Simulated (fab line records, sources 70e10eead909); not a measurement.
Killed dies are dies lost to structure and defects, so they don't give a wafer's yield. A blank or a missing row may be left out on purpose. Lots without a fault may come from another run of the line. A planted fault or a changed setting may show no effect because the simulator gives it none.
A struck lot beside a sound one | flow nand_harc | 17 steps out of a route of 1159
Sound: wafers L439.3, L439.4, L439.6. Struck: wafers L443.3, L443.4, L443.5. The cause comes at the end.
At each step with rows: each side's tool, then ch and its chambers, then its first start. Under that, the readings that differ: sound wafers | struck wafers | difference of the means | sigmas: that difference in standard deviations of wafers without a fault.
alike: readings whose means differ by less than 2 such deviations, and words and numbers that are the same on both sides. not compared: withheld readings, readings that some wafer has no value for, bounds like >300 that may hide the same value, and numbers for which the record gives no deviation and whose values overlap.
The two part at a step that has a row with sigmas, a row that says differs or no value, or rows on one side only. Numbers that don't overlap but have no deviation are shown without sigmas and don't part them. A reading that every wafer of one side lacks parts them only if that side has two wafers or more.

first, 5 steps without rows for these wafers: NHARC_P_GATE_STRIP_15 (strips in SPM, time 780 s); NHARC_P_GATE_PRECLEAN_71 (cleans in SC1); NHARC_P_GATE_SRD_72; NHARC_P_GATE_OXIDE_16 (material SiO2, target thk 3 nm, ox time 392 s); NHARC_P_GATE_CVD_17 (deposits poly-Si, target thk 150 nm, time 900 s).
NHARC_P_GATE_HM_DEP_102: deposits aC, target thk 120 nm.
  sound on acl_dep-02 ch 0, day 6 20:47; struck on acl_dep-01 ch 0, day 7 19:28
  alike: throttle_valve_pct
NHARC_P_GATE_DEP_103: deposits SiON, target thk 30 nm.
  sound on pecvd-02 ch 0,1,2, day 6 21:14; struck on pecvd-04 ch 0,1,2, day 7 20:20
  alike: heater_power_w
then, 5 steps without rows for these wafers: NHARC_P_GATE_DEHYDRATE_18 (time 120 s); NHARC_P_GATE_HMDS_19 (time 30 s); NHARC_P_GATE_COAT_20 (resist thk 90 nm); NHARC_P_GATE_SOFTBAKE_21 (time 55 s); NHARC_P_GATE_EBR_22.
NHARC_P_GATE_EXPOSE_23: exposes mask P GATE, target cd 120 nm.
  sound on arfi_scanner-02 ch 0, day 6 21:47; struck on arfi_scanner-03 ch 0, day 7 20:43
  reading              | sound             | struck            | difference | sigmas
  exposure_dose_mJ_cm2 | 93.99 93.99 93.97 | 55.83 55.76 55.73 | -38.21     | -99 or more
  alike: mask
then, 2 steps without rows for these wafers: NHARC_P_GATE_PEB_24 (peb time 65 s); NHARC_P_GATE_DEVELOP_25 (develop time 35 s).
NHARC_P_GATE_CD_MEAS_26: target cd 120 nm.
  sound on cd_sem-02 ch 0, day 6 21:55; struck on cd_sem-03 ch 0
  reading    | sound             | struck            | difference | sigmas
  cd_nm (nm) | 118.8 119.3 118.8 | 149.9 150.4 150.6 | +31.3      | +48
  not compared: hold
NHARC_END_SORT_01:
  the record has rows for the sound wafers here (prober-01 ch 0, day 21 18:50) and none for the struck ones

WHERE THEY PART
First at NHARC_P_GATE_EXPOSE_23; last, within this record, at NHARC_END_SORT_01.

WHY: what the simulator had put in
Process parameter drift: arfi_scanner-03, from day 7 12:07 on, at NHARC_P_GATE_EXPOSE_23. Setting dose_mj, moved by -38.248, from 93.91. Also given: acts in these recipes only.
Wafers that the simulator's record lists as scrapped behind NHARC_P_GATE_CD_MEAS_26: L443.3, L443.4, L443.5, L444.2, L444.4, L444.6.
